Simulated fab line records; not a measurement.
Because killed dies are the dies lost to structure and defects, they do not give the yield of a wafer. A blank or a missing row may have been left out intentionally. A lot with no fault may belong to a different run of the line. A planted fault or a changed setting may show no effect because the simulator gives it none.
Chamber matching :: flow n5 finfet :: N5_BEOL_M14_TRENCH_ETCH_34 on rie diel-04: 4 sister chambers
The step etches SiO2 in C4F8/O2/Ar, target depth 556.65 nm, time 126.9 s. 4 wafers are shown with their chamber, then 10 later ones without.

== WAFERS PAIRED WITH THEIR CHAMBERS ==
wafer: L081.6
chamber: 1
rf vpp V (V): 2222

wafer: L088.6
chamber: 2
rf vpp V (V): 2333

wafer: L090.1
chamber: 0
rf vpp V (V): 2271

wafer: L090.3
chamber: 3
rf vpp V (V): 2189

== WAFERS WITH NO CHAMBER GIVEN ==
wafer: L090.5
rf vpp V (V): 2273

wafer: L093.2
rf vpp V (V): 2333

wafer: L093.3
rf vpp V (V): 2272

wafer: L093.5
rf vpp V (V): 2272

wafer: L095.1
rf vpp V (V): 2332

wafer: L095.2
rf vpp V (V): 2273

wafer: L095.5
rf vpp V (V): 2271

wafer: L097.3
rf vpp V (V): 2219

wafer: L097.5
rf vpp V (V): 2221

wafer: L097.6
rf vpp V (V): 2332

== CHAMBER TAKEN BY EACH ==
wafer: L090.5
from the rows above: 0
in truth: 0

wafer: L093.2
from the rows above: 2
in truth: 2

wafer: L093.3
from the rows above: 0
in truth: 0

wafer: L093.5
from the rows above: 0
in truth: 0

wafer: L095.1
from the rows above: 2
in truth: 2

wafer: L095.2
from the rows above: 0
in truth: 0

wafer: L095.5
from the rows above: 0
in truth: 0

wafer: L097.3
from the rows above: 1
in truth: 1

wafer: L097.5
from the rows above: 1
in truth: 1

wafer: L097.6
from the rows above: 2
in truth: 2
10 of 10 placed correctly. Left unplaced by these rows: 0. Placed wrongly: 0.
How it was worked out, from the rows above alone: a wafer's distance from a chamber is the root of the sum, over the readings, of the square of ((its reading less the chamber's mean) divided by the reading's scatter). The wafer belongs to the nearest chamber; if the next one is less than 2 further off, it can't be placed. For every chamber, the mean is computed from those of its wafers that are shown. The scatter: root of mean squared gap, hidden wafer to nearest shown wafer, with one shown wafer a chamber.
